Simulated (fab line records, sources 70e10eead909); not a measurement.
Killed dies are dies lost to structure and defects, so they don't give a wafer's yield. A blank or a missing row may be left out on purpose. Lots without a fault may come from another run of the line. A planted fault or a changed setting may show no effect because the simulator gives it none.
fab line records | flow nand_harc
record lots=13 wafers=39 last_day=32
route steps=1302 shown P_GATE@174 P_CONTACT@217 END@1302
lots that met no fault: from a run of the same line without faults
start_h: hours from the record's first day to the start of the lot's first wafer shown | wait_h: hours since the lot's step before | " the same as in the row above | L1.1+2: a row that stands for several wafers | - no value, or no start given | * or withheld: withheld | < > ~ a bound
route shown NAME@n: a module of which the file shows steps, and the number in the route of the first | usual: mean/standard deviation of fault-free wafers | same: alike in all rows | chamber/n: place in a boat | sites: the reading at each site | _std_site: their standard deviation | _edge_site: outer sites' mean less inner sites' | radius_mm: how far each site lies from the wafer's centre | mask NAME#n: copy n | behind: the tool/chamber that last shaped the wafer | hold: why the lot was held/for how many hours/how that ended | device: the transistor (n, p or np) that didn't switch | end of line: the same wafers' tests at the end of the route | a step without rows: its recipe alone | killed: dies lost to structure and defects at the first sort, not the wafer's yield | map: a wafer's dies, x killed, . not, _ none there
set.NAME: the setting as run; set.NAME@STEP: as run at that earlier step | model.NAME: the simulator's own value behind a step, which no gauge read
steps of the route over a sample of lots; a table a step, a row a wafer
services: from which hour (start_h, from the record's first day; less than 0 if before it) a tool's chamber was out of use, for how many hours, and why
## steps
# step NHARC_P_GATE_STRIP_111
# recipe power_w=1500 temp_c=110 time_s=250 chemistry=N2/H2
# usual drypump_motor_current_A=5.90/0.29 heater_power_w=89/6.5
# same time_s=250
# columns lot.wafer tool chamber start_h wait_h drypump_motor_current_A heater_power_w rf_hours_counter_h
L133.1 plasma_asher-02 0 118.33 0.3 6.31 87 7
L133.2 " 1 " " 5.82 92 7
L133.3 " 1 " " 5.83 90 -
L135.2 plasma_asher-02 1 133.78 0.2 5.82 92 9
L135.3 " 1 " " 5.85 90 -
L135.6 " 0 " " 6.29 86 -
L134.2 plasma_asher-02 0 134.39 0.2 6.30 85 10
L134.4 " 0 " " 6.30 87 -
L134.6 " 0 " " 6.32 88 -
L136.4 plasma_asher-02 0 144.20 0.3 6.32 89 -
L136.6 " 1 " " 5.82 91 -
L136.5 " 0 " " 6.32 90 -
L137.3 plasma_asher-01 0 149.23 0.2 5.57 82 -
L137.4 " 1 " " 5.75 99 -
L137.6 " 0 " " 5.55 83 -
L138.1 plasma_asher-02 0 165.05 0.2 6.30 84 16
L138.4 " 1 " " 5.81 91 -
L138.5 " 1 " " 5.85 90 -
L140.2 plasma_asher-02 1 179.83 0.2 5.84 91 21
L140.3 " 0 " " 6.32 88 -
L140.5 " 1 " " 5.83 92 -
L142.1 plasma_asher-01 1 203.69 0.2 5.73 99 5
L142.5 " 1 " " 5.75 97 -
L142.6 " 0 " " 5.56 77 -
L143.1 plasma_asher-02 1 207.24 0.2 5.84 91 26
L143.3 " 0 " " 6.35 88 -
L143.6 " 0 " " 6.31 86 -
L145.4 plasma_asher-01 1 230.61 0.2 5.73 97 -
L145.5 " 1 " " 5.77 96 -
L145.6 " 0 " " 5.55 80 -
L147.2 plasma_asher-01 0 253.38 0.4 5.56 77 16
L147.4 " 1 " " 5.71 97 -
L147.5 " 0 " " 5.55 78 -
L148.1 plasma_asher-01 1 253.81 0.4 5.78 97 16
L148.3 " 1 " " 5.76 98 -
L148.6 " 0 " " 5.53 77 -
L156.2 plasma_asher-02 0 337.90 0.2 6.33 89 16
L156.3 " 1 " " 5.84 97 -
L156.4 " 0 " " 6.32 89 -
# step NHARC_P_GATE_STRIP_76
# recipe power_w=1500 temp_c=250 chemistry=O2
# usual drypump_motor_current_A=5.81/0.27 heater_power_w=334/29
# columns lot.wafer tool chamber start_h wait_h drypump_motor_current_A heater_power_w rf_hours_counter_h
L133.2 plasma_asher-01 0 120.35 0.2 5.56 302 26
L133.1 " 1 " " 5.75 367 26
L133.3 " 0 " " 5.53 303 -
L135.2 plasma_asher-02 1 135.61 0.2 5.84 337 10
L135.3 " 0 " " 6.31 333 -
L135.6 " 1 " " 5.82 343 -
L134.2 plasma_asher-01 1 136.42 0.2 5.76 355 30
L134.4 " 0 " " 5.55 303 -
L134.6 " 0 " " 5.56 304 -
L136.4 plasma_asher-02 0 146.10 0.1 6.33 335 -
L136.5 " 1 " " 5.83 341 -
L136.6 " 0 " " 6.34 325 -
L137.3 plasma_asher-01 0 151.07 0.2 5.56 308 -
L137.4 " 1 " " 5.76 371 -
L137.6 " 1 " " 5.78 366 -
L138.1 plasma_asher-02 0 167.01 0.2 6.29 324 17
L138.4 " 1 " " 5.84 339 -
L138.5 " 0 " " 6.29 319 -
L140.2 plasma_asher-01 0 181.79 0.2 5.55 295 1
L140.3 " 0 " " 5.56 297 -
L140.5 " 0 " " 5.54 293 -
L142.1 plasma_asher-01 0 205.77 0.2 5.56 303 6
L142.6 " 1 " " 5.71 367 -
L142.5 " 0 " " 5.56 296 -
L143.1 plasma_asher-01 0 209.30 0.2 5.55 300 8
L143.3 " 0 " " 5.54 291 -
L143.6 " 0 " " 5.57 295 -
L145.4 plasma_asher-01 0 232.45 0.1 5.53 283 -
L145.6 " 1 " " 5.76 362 -
L145.5 " 0 " " 5.56 293 -
L147.2 plasma_asher-01 1 255.45 0.2 5.75 366 18
L147.4 " 0 " " 5.56 298 -
L147.5 " 1 " " 5.74 364 -
L148.1 plasma_asher-01 0 255.78 0.2 5.55 304 18
L148.3 " 1 " " 5.74 365 -
L148.6 " 1 " " 5.73 358 -
L156.2 plasma_asher-01 1 339.74 0.2 5.71 356 35
L156.4 " 1 " " 5.71 367 -
L156.3 " 0 " " 5.54 296 -
# step NHARC_P_GATE_SPUTTER_79
# recipe target_thk_a=100 material=TiN
# columns lot.wafer tool chamber start_h wait_h
L133.2+3+1 pvd_sputter-01 - 123.55 -
L135.2+3+6 pvd_sputter-03 - 138.71 -
L134.2+4+6 pvd_sputter-02 - 139.63 -
L136.4+6+5 pvd_sputter-03 - 149.30 -
L137.3+4+6 pvd_sputter-01 - 154.14 -
L138.1+4+5 pvd_sputter-02 - 170.12 -
L140.3+2+5 pvd_sputter-03 - 184.86 -
L142.1+5+6 pvd_sputter-03 - 208.98 -
L143.1+3+6 pvd_sputter-03 - 212.37 -
L145.4+5+6 pvd_sputter-03 - 235.55 -
L147.2+4+5 pvd_sputter-03 - 258.70 -
L148.1+3+6 pvd_sputter-03 - 259.47 -
L156.3+4+2 pvd_sputter-03 - 342.95 -
# step NHARC_P_GATE_INSPECT_68
# usual raw_defect_count=208/76
# columns lot.wafer tool chamber start_h wait_h raw_defect_count
L133.1 defect_inspect-02 - 124.33 0.2 233
L133.2 " - " " 295
L133.3 " - " " 158
L135.2 defect_inspect-02 - 139.50 0.1 375
L135.3 " - " " 362
L135.6 " - " " 262
L134.2 defect_inspect-01 - 140.39 0.1 320
L134.4 " - " " 179
L134.6 " - " " 189
L136.4 defect_inspect-02 - 150.08 0.1 179
L136.5 " - " " 170
L136.6 " - " " 357
L137.3 defect_inspect-01 - 154.90 0.1 103
L137.4 " - " " 143
L137.6 " - " " 143
L138.1 defect_inspect-01 - 170.89 0.2 115
L138.4 " - " " 230
L138.5 " - " " 181
L140.2 defect_inspect-02 - 185.77 0.1 327
L140.3 " - " " 146
L140.5 " - " " 255
L142.1 defect_inspect-01 - 209.76 0.2 126
L142.5 " - " " 143
L142.6 " - " " 120
L143.1 defect_inspect-01 - 213.14 0.2 336
L143.3 " - " " 237
L143.6 " - " " 237
L145.4 defect_inspect-01 - 236.33 0.1 207
L145.5 " - " " 171
L145.6 " - " " 155
L147.2 defect_inspect-01 - 259.47 0.1 894
L147.4 " - " " 911
L147.5 " - " " 857
L148.1 defect_inspect-02 - 260.25 0.2 953
L148.3 " - " " 931
L148.6 " - " " 815
L156.2 defect_inspect-01 - 343.72 0.1 137
L156.3 " - " " 115
L156.4 " - " " 141
# step NHARC_P_CONTACT_DEP_30
# recipe target_thk_a=300 temp_c=400 target_thk_nm=30 flow_sccm=200 rf_w=450 material=SiNx
# usual heater_power_w=673/96
# columns lot.wafer tool chamber start_h wait_h heater_power_w
L133.3 pecvd-01 2 124.39 0.1 555
L133.2 " 0 " " 711
L133.1 " 1 " " 717
L135.3 pecvd-04 0 139.93 0.4 666
L135.2 " 1 " " 713
L135.6 " 2 " " 816
L134.2 pecvd-03 2 140.54 0.1 700
L134.6 " 1 " " 636
L134.4 " 2 " " 699
L136.5 pecvd-01 0 150.26 0.2 638
L136.4 " 1 " " 654
L136.6 " 2 " " 560
L137.3 pecvd-03 1 155.05 0.1 607
L137.4 " 2 " " 688
L137.6 " 1 " " 633
L138.1 pecvd-01 0 171.03 0.1 626
L138.4 " 1 " " 636
L138.5 " 2 " " 487
L140.2 pecvd-01 0 185.84 0.1 628
L140.3 " 2 " " 586
L140.5 " 1 " " 644
L142.1 pecvd-03 1 209.90 0.1 606
L142.6 " 2 " " 627
L142.5 " 1 " " 601
L143.3 pecvd-01 1 213.24 0.1 600
L143.1 " 2 " " 527
L143.6 " 1 " " 609
L145.4 pecvd-01 1 236.51 0.2 586
L145.5 " 2 " " 589
L145.6 " 0 " " 633
L147.2 pecvd-03 2 259.60 0.1 706
L147.4 " 1 " " 654
L147.5 " 2 " " 720
L148.1 pecvd-04 0 260.32 0.1 731
L148.3 " 2 " " 795
L148.6 " 2 " " 798
L156.2 pecvd-03 0 343.79 0.1 891
L156.3 " 2 " " 627
L156.4 " 2 " " 602
# step NHARC_END_SORT_01
# recipe temp_c=25
# usual killed_at_array=55/23 killed_at_other=1.0/1.2 killed_at_periphery=3.2/2.7 killed_dies=59/23 killed_open=3.1/1.6 killed_short=2.2/1.5
# same gross_dies=677
# columns lot.wafer tool chamber start_h wait_h killed_at_array killed_at_other killed_at_periphery killed_dies killed_open killed_short
L148.1 prober-01 0 694.75 2.5 45 4 69 118 4 1
L148.3 prober-01 0 696.36 3.1 46 2 66 114 2 3
L148.6 prober-01 0 698.77 4.0 38 4 68 110 2 1
L147.2 prober-02 0 699.41 6.6 45 0 70 115 3 2
L147.4 prober-02 0 701.01 7.2 54 0 63 117 5 4
L147.5 prober-02 0 701.81 7.5 43 0 75 118 3 3
# killed by level:class
L148.1 P_GATE:unspecified=68 A_CHANNEL_HOLE_D2:chamber_film_flake=23 A_CHANNEL_HOLE_D1:chamber_film_flake=6 A_SLIT:chamber_film_flake=5 THIN_TSV:chamber_film_flake=4 A_CHANNEL_FILL_D2:geometric_particle:open=2 A_CONTACT:chamber_film_flake=2 A_WL_FILL:chamber_film_flake=2
L148.3 P_GATE:unspecified=66 A_CHANNEL_HOLE_D2:chamber_film_flake=19 A_CHANNEL_HOLE_D1:chamber_film_flake=5 A_SLIT:chamber_film_flake=5 A_CONTACT:chamber_film_flake=4 A_STAIRCASE:chamber_film_flake=3 A_DECK1_JOINT:chamber_film_flake=2 A_WL_FILL:chamber_film_flake=2
L148.6 P_GATE:unspecified=67 A_CHANNEL_HOLE_D2:chamber_film_flake=16 THIN_TSV:chamber_film_flake=4 A_CHANNEL_HOLE_D1:chamber_film_flake=4 A_SLIT:chamber_film_flake=4 A_CONTACT:chamber_film_flake=3 A_M1:chamber_film_flake=3 A_STAIRCASE:chamber_film_flake=2
L147.2 P_GATE:unspecified=69 A_CHANNEL_HOLE_D1:chamber_film_flake=29 A_STAIRCASE:chamber_film_flake=3 A_CHANNEL_HOLE_D2:chamber_film_flake=2 A_M1:chamber_film_flake=2 A_ONON_D1:geometric_particle:open=1 A_DECK1_JOINT:geometric_particle:open=1 A_CHANNEL_FILL_D2:geometric_particle:short=1
L147.4 P_GATE:unspecified=59 A_CHANNEL_HOLE_D1:chamber_film_flake=21 A_CONTACT:chamber_film_flake=7 A_STAIRCASE:chamber_film_flake=6 A_CHANNEL_HOLE_D2:chamber_film_flake=4 A_SLIT:chamber_film_flake=3 A_M1:chamber_film_flake=3 P_GATE:chamber_film_flake=2
L147.5 P_GATE:unspecified=69 A_CHANNEL_HOLE_D1:chamber_film_flake=26 A_STAIRCASE:chamber_film_flake=4 A_CONTACT:chamber_film_flake=4 P_GATE:chamber_film_flake=3 A_WL_FILL:geometric_particle:short=2 A_SLIT:chamber_film_flake=2 P_M1:geometric_particle:short=1
## services
# columns tool chamber start_h hours kind
pvd_sputter-02 - 104.00 10.0 pm
pecvd-03 1 107.47 14.1 repair
pvd_sputter-02 - 116.57 6.8 repair
plasma_asher-02 - 128.12 2.7 repair
pecvd-01 - 130.00 13.0 pm
pvd_sputter-03 - 145.06 2.8 repair
plasma_asher-01 - 165.01 9.0 pm
plasma_asher-01 0 165.01 9.0 vent_cycle
pecvd-04 0 171.35 62.4 repair
pecvd-03 - 185.14 13.0 pm
pvd_sputter-01 - 226.00 10.0 pm
pecvd-03 0 234.06 32.2 repair
plasma_asher-02 - 249.00 9.0 pm
pvd_sputter-03 - 250.26 0.9 repair
pecvd-04 - 255.88 1.0 repair
pvd_sputter-01 - 258.23 6.3 repair
pecvd-04 - 269.00 13.0 pm
pvd_sputter-02 - 271.33 2.5 repair
pecvd-03 2 274.22 9.9 repair
pvd_sputter-02 - 282.00 10.0 pm
pvd_sputter-02 - 296.11 3.1 repair
pecvd-01 - 311.21 13.0 pm
pecvd-04 2 314.52 21.2 repair
plasma_asher-01 - 342.01 9.0 pm
## key
first_sign step=NHARC_P_GATE_INSPECT_68 reading=raw_defect_count direction=up sigmas=9 usual=208 struck=894
effect step=NHARC_END_SORT_01 reading=killed_at_periphery direction=up sigmas=25 usual=3.2 struck=68.5
more_kills_born_at NHARC_P_GATE_SPUTTER_79@pvd_sputter-03=398
met_at NHARC_P_GATE_SPUTTER_79
struck_lots L147,L148
tester_left_out L147,L148
not_acting_at NHARC_P_GATE_STRIP_111,NHARC_P_GATE_STRIP_76,NHARC_P_CONTACT_DEP_30
onset_between 235.55 258.70
fault kind=chamber_particle_source tool=pvd_sputter-03 chamber=- onset_h=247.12 steps=NHARC_P_GATE_SPUTTER_79 rate_per_visit_cm2=1.0993 end_h=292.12
# tester_left_out: of these lots the tester's yield and bins aren't shown, on N5 and GAA mostly nor the transistor test; their killed dies are dies lost to structure and defects alone, not to doping, threshold or leakage, so they don't give the yield
